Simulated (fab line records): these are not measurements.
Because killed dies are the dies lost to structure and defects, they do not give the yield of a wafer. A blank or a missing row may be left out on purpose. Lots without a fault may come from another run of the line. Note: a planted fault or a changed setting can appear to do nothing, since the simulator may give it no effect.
Matching of chambers | flow n5_finfet | N5_BEOL_M8_ILD_DEP_00 on pecvd-04: 3 sister chambers
The step deposits SiCOH lowk from DEMS/porogen, target thk 179.75 nm, time 33.4 s. 6 wafers are shown with their chamber, then 9 later ones without.

== WAFERS PAIRED WITH THEIR CHAMBERS ==
wafer  | chamber | heater_power_w (W) | throttle_valve_pct (%)
L085.1 | 2       | 289                | 12.0
L085.4 | 2       | 292                | 12.3
L085.5 | 0       | 257                | 13.8
L086.2 | 1       | 328                | 13.9
L086.4 | 0       | 264                | 14.2
L086.6 | 1       | 336                | 14.0

== WAFERS WITH NO CHAMBER GIVEN ==
wafer  | heater_power_w (W) | throttle_valve_pct (%)
L089.2 | 250                | 12.3
L089.3 | 278                | 14.0
L089.5 | 214                | 13.9
L091.3 | 243                | 14.2
L091.4 | 269                | 14.0
L091.6 | 247                | 14.2
L097.1 | 308                | 14.1
L097.3 | 244                | 12.3
L097.5 | 262                | 14.4

== WHICH CHAMBER EACH ONE RAN IN ==
wafer  | from the rows above     | in truth
L089.2 | can't be placed: 0 or 2 | 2
L089.3 | 0                       | 0
L089.5 | 0                       | 0
L091.3 | 0                       | 0
L091.4 | 0                       | 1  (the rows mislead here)
L091.6 | 0                       | 0
L097.1 | 1                       | 1
L097.3 | can't be placed: 0 or 2 | 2
L097.5 | 0                       | 0
Correct placement for 6 of the 9. Can't be placed from these rows: 2 (the true chamber is among the candidates in 2). Wrongly placed: 1.
How it was worked out, from the rows above alone: a wafer's distance from a chamber is the root of the sum, over the readings, of the square of ((its reading less the chamber's mean) divided by the reading's scatter). The wafer belongs to the nearest chamber; if the next one is less than 2 further off, it can't be placed. The mean given for a chamber averages the wafers shown for that chamber. The scatter: take each reading less its chamber's mean, square it, sum over the shown wafers, divide by the number of wafers less the number of chambers, and take the root.
